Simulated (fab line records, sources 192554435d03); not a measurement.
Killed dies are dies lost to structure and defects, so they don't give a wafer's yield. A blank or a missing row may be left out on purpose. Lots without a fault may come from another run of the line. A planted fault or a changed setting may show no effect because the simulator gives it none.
Chamber matching | flow n5_finfet | N5_BEOL_M4_CMP_52 on cmp-04: 4 sister chambers
The step polishes, stops on SiOC, t overpolish 6.8 s, target thk 40 nm. 14 wafers are shown with their chamber, then 7 later ones without.

WAFERS WITH THEIR CHAMBER
wafer  | chamber | motor_current_A (A) | head_pressure_psi (psi) | barrier_field_endpoint_s (s)
L074.2 | 1       | 5.7                 | 1.0008                  | 24.2
L074.3 | 3       | 6.0                 | 0.9994                  | 24.0
L074.4 | 0       | 6.8                 | 0.9998                  | 24.9
L076.1 | 2       | 6.2                 | 1.0040                  | 23.9
L076.2 | 1       | 5.5                 | 0.9963                  | 24.9
L076.4 | 0       | 6.8                 | 1.0034                  | 23.6
L075.3 | 1       | 5.8                 | 0.9999                  | 25.1
L075.4 | 0       | 7.1                 | 0.9972                  | 24.7
L075.5 | 3       | 6.0                 | 1.0000                  | 24.0
L080.1 | 0       | 6.7                 | 1.0022                  | 24.3
L080.2 | 1       | 5.3                 | 0.9979                  | 25.5
L080.4 | 3       | 5.8                 | 1.0006                  | 24.2
L091.2 | 3       | 6.0                 | 1.0020                  | 23.6
L091.3 | 0       | 6.9                 | 1.0038                  | 23.8

SIGNATURES (means of the wafers above)
reading                  | chamber 0 | chamber 1 | chamber 2 | chamber 3 | scatter within a chamber
motor_current_A          | 6.860     | 5.575     | 6.200     | 5.950     | 0.164
head_pressure_psi        | 1.001280  | 0.998725  | 1.004000  | 1.000500  | 0.00216
barrier_field_endpoint_s | 24.260    | 24.925    | 23.900    | 23.950    | 0.483
Rule: a wafer's distance from a chamber is the root of the sum, over the readings, of the square of ((its reading less the chamber's mean) divided by the reading's scatter). The wafer belongs to the nearest chamber; if the next one is less than 2 further off, it can't be placed. The scatter: the root of (the sum of the squares of (reading less its chamber's mean) over the shown wafers, divided by (wafers less chambers)).

WAFERS WITHOUT THEIR CHAMBER
wafer  | motor_current_A (A) | head_pressure_psi (psi) | barrier_field_endpoint_s (s)
L091.6 | 6.1                 | 1.0000                  | 24.5
L094.1 | 6.7                 | 0.9974                  | 24.8
L094.2 | 5.8                 | 1.0004                  | 24.5
L094.4 | 5.5                 | 1.0004                  | 25.7
L097.1 | 5.8                 | 1.0015                  | 24.3
L097.4 | 6.9                 | 0.9984                  | 24.3
L097.5 | 6.1                 | 1.0010                  | 24.4

WHICH CHAMBER EACH WENT THROUGH
wafer  | from the rows above          | in truth
L091.6 | can't be placed: 3 or 2 or 1 | 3
L094.1 | 0                            | 0
L094.2 | can't be placed: 3 or 1 or 2 | 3
L094.4 | 1                            | 1
L097.1 | can't be placed: 3 or 1 or 2 | 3
L097.4 | 0                            | 0
L097.5 | can't be placed: 3 or 2      | 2
Placed correctly: 3 of 7. Can't be placed from these rows: 4 (the true chamber is among the candidates in 4). Placed wrongly: 0.
